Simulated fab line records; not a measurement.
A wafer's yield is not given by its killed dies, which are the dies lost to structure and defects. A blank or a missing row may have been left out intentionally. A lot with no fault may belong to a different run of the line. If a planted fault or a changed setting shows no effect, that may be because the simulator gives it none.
Chamber matching :: flow n5Finfet :: N5_BEOL_M5_ILD_DEP_00 on pecvd-04: 3 sister chambers
The step deposits SiCOH lowk from DEMS/porogen, target thk 140.64 nm, time 25.9 s. 6 wafers are shown with their chamber, then 6 later ones without.

== EACH WAFER AND ITS CHAMBER ==
wafer: L695.3
chamber: 0
throttleValvePct (%): 14.2
heaterPowerW (W): 249

wafer: L697.1
chamber: 1
throttleValvePct (%): 14.7
heaterPowerW (W): 271

wafer: L697.2
chamber: 2
throttleValvePct (%): 14.2
heaterPowerW (W): 311

wafer: L697.3
chamber: 0
throttleValvePct (%): 14.2
heaterPowerW (W): 250

wafer: L699.1
chamber: 2
throttleValvePct (%): 14.1
heaterPowerW (W): 305

wafer: L699.2
chamber: 1
throttleValvePct (%): 15.2
heaterPowerW (W): 297

== WAFERS WITH NO CHAMBER GIVEN ==
wafer: L699.5
throttleValvePct (%): 14.5
heaterPowerW (W): 256

wafer: L703.1
throttleValvePct (%): 14.0
heaterPowerW (W): 309

wafer: L703.2
throttleValvePct (%): 14.2
heaterPowerW (W): 217

wafer: L706.3
throttleValvePct (%): 14.1
heaterPowerW (W): 325

wafer: L706.4
throttleValvePct (%): 14.1
heaterPowerW (W): 233

wafer: L706.6
throttleValvePct (%): 15.0
heaterPowerW (W): 260

== WHICH CHAMBER EACH ONE RAN IN ==
wafer: L699.5
from the rows above: can't be placed: 0 or 1
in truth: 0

wafer: L703.1
from the rows above: 2
in truth: 2

wafer: L703.2
from the rows above: 0
in truth: 0

wafer: L706.3
from the rows above: 2
in truth: 2

wafer: L706.4
from the rows above: 0
in truth: 0

wafer: L706.6
from the rows above: can't be placed: 1 or 0
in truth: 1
Placed correctly: 4 of 6. These rows do not allow placing 2 (true chamber among the candidates in 2). Number placed wrongly: 0.
How it was worked out, from the rows above alone: a wafer's distance from a chamber is the root of the sum, over the readings, of the square of ((its reading less the chamber's mean) divided by the reading's scatter). The wafer belongs to the nearest chamber; if the next one is less than 2 further off, it can't be placed. The mean given for a chamber averages the wafers shown for that chamber. The scatter: take each reading less its chamber's mean, square it, sum over the shown wafers, divide by the number of wafers less the number of chambers, and take the root.
